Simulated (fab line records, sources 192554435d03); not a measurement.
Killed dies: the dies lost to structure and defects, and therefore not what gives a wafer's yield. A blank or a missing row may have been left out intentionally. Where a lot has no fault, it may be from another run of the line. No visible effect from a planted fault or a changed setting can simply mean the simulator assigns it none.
Chamber matching / flow n5-finfet / ald-sin-04 running N5_SPACER0_ALD_08: 4 sister chambers
The step deposits SiNx, target thk 2 nm. 15 wafers are shown with their chamber, then 7 later ones without.

== WAFERS, EACH WITH ITS CHAMBER ==
wafer=L667.2; chamber=2; heater-power-w (W)=965
wafer=L667.3; chamber=0; heater-power-w (W)=877
wafer=L670.2; chamber=2; heater-power-w (W)=976
wafer=L670.3; chamber=0; heater-power-w (W)=886
wafer=L670.5; chamber=3; heater-power-w (W)=792
wafer=L671.1; chamber=0; heater-power-w (W)=883
wafer=L671.3; chamber=0; heater-power-w (W)=886
wafer=L671.4; chamber=2; heater-power-w (W)=941
wafer=L673.1; chamber=0; heater-power-w (W)=872
wafer=L673.3; chamber=3; heater-power-w (W)=791
wafer=L673.6; chamber=1; heater-power-w (W)=826
wafer=L676.3; chamber=0; heater-power-w (W)=864
wafer=L676.5; chamber=3; heater-power-w (W)=801
wafer=L676.6; chamber=0; heater-power-w (W)=885
wafer=L677.4; chamber=3; heater-power-w (W)=784

SIGNATURES (means of the wafers above)
reading=heater-power-w; chamber 0=879.00; chamber 1=826.00; chamber 2=960.67; chamber 3=792.00; scatter within a chamber=10.5
Rule: a wafer lies at a distance from a chamber equal to the root of the sum of squares, over the readings, of (its reading less the chamber's mean, divided by the reading's scatter). The wafer belongs to the nearest chamber; if the next one is less than 2 further off, it can't be placed. The scatter: the root of (the sum of the squares of (reading less its chamber's mean) over the shown wafers, divided by (wafers less chambers)).

== WAFERS MISSING THEIR CHAMBER ==
wafer=L677.5; heater-power-w (W)=882
wafer=L678.1; heater-power-w (W)=869
wafer=L678.4; heater-power-w (W)=798
wafer=L678.5; heater-power-w (W)=853
wafer=L681.1; heater-power-w (W)=849
wafer=L681.3; heater-power-w (W)=802
wafer=L681.6; heater-power-w (W)=790

== CHAMBER TAKEN BY EACH ==
wafer=L677.5; from the rows above=0; in truth=0
wafer=L678.1; from the rows above=0; in truth=0
wafer=L678.4; from the rows above=3; in truth=3
wafer=L678.5; from the rows above=can't be placed: 0 or 1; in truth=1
wafer=L681.1; from the rows above=can't be placed: 1 or 0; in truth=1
wafer=L681.3; from the rows above=can't be placed: 3 or 1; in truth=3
wafer=L681.6; from the rows above=3; in truth=3
Correctly placed: 4 of 7. Not placeable from these rows: 3 (in 3, the candidates include the true chamber). Number placed wrongly: 0.
